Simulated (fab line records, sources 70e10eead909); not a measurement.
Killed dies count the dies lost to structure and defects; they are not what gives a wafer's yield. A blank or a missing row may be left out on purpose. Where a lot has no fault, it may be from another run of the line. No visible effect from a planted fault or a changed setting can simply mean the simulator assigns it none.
Chamber matching | flow nand_harc | NHARC_A_M0_STRIP_18 on rie_diel-10: 4 sister chambers
The step strips in N2/H2. 4 wafers are shown with their chamber, then 11 later ones without.

== WAFERS PAIRED WITH THEIR CHAMBERS ==
wafer  | chamber | rf_vpp_V (V)
L445.1 | 1       | 90.1
L446.1 | 2       | 91.3
L446.2 | 3       | 89.1
L450.1 | 0       | 91.5

== WAFERS WITH NO CHAMBER GIVEN ==
wafer  | rf_vpp_V (V)
L450.3 | 89.1
L450.6 | 91.2
L452.3 | 89.2
L452.4 | 92.8
L452.6 | 89.7
L451.2 | 92.6
L451.3 | 90.4
L451.4 | 91.2
L456.1 | 89.8
L456.3 | 91.5
L456.5 | 91.5

== WHICH CHAMBER EACH WENT THROUGH ==
wafer  | from the rows above               | in truth
L450.3 | can't be placed: 3 or 1           | 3
L450.6 | can't be placed: 2 or 0 or 1      | 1
L452.3 | can't be placed: 3 or 1           | 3
L452.4 | can't be placed: 0 or 2           | 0
L452.6 | can't be placed: 1 or 3           | 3
L451.2 | can't be placed: 0 or 2           | 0
L451.3 | can't be placed: 1 or 2 or 0 or 3 | 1
L451.4 | can't be placed: 2 or 0 or 1      | 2
L456.1 | can't be placed: 1 or 3           | 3
L456.3 | can't be placed: 0 or 2           | 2
L456.5 | can't be placed: 0 or 2           | 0
0 of 11 placed correctly. Unplaceable from these rows: 11, with the true chamber sitting among the candidates in 11. Placed wrongly: 0.
How it was worked out, from the rows above alone: a wafer's distance from a chamber is the root of the sum, over the readings, of the square of ((its reading less the chamber's mean) divided by the reading's scatter). The wafer belongs to the nearest chamber; if the next one is less than 2 further off, it can't be placed. For every chamber, the mean is computed from those of its wafers that are shown. The scatter (one wafer shown for each chamber): square how far every hidden wafer sits from the nearest shown wafer, average those squares and take the square root.
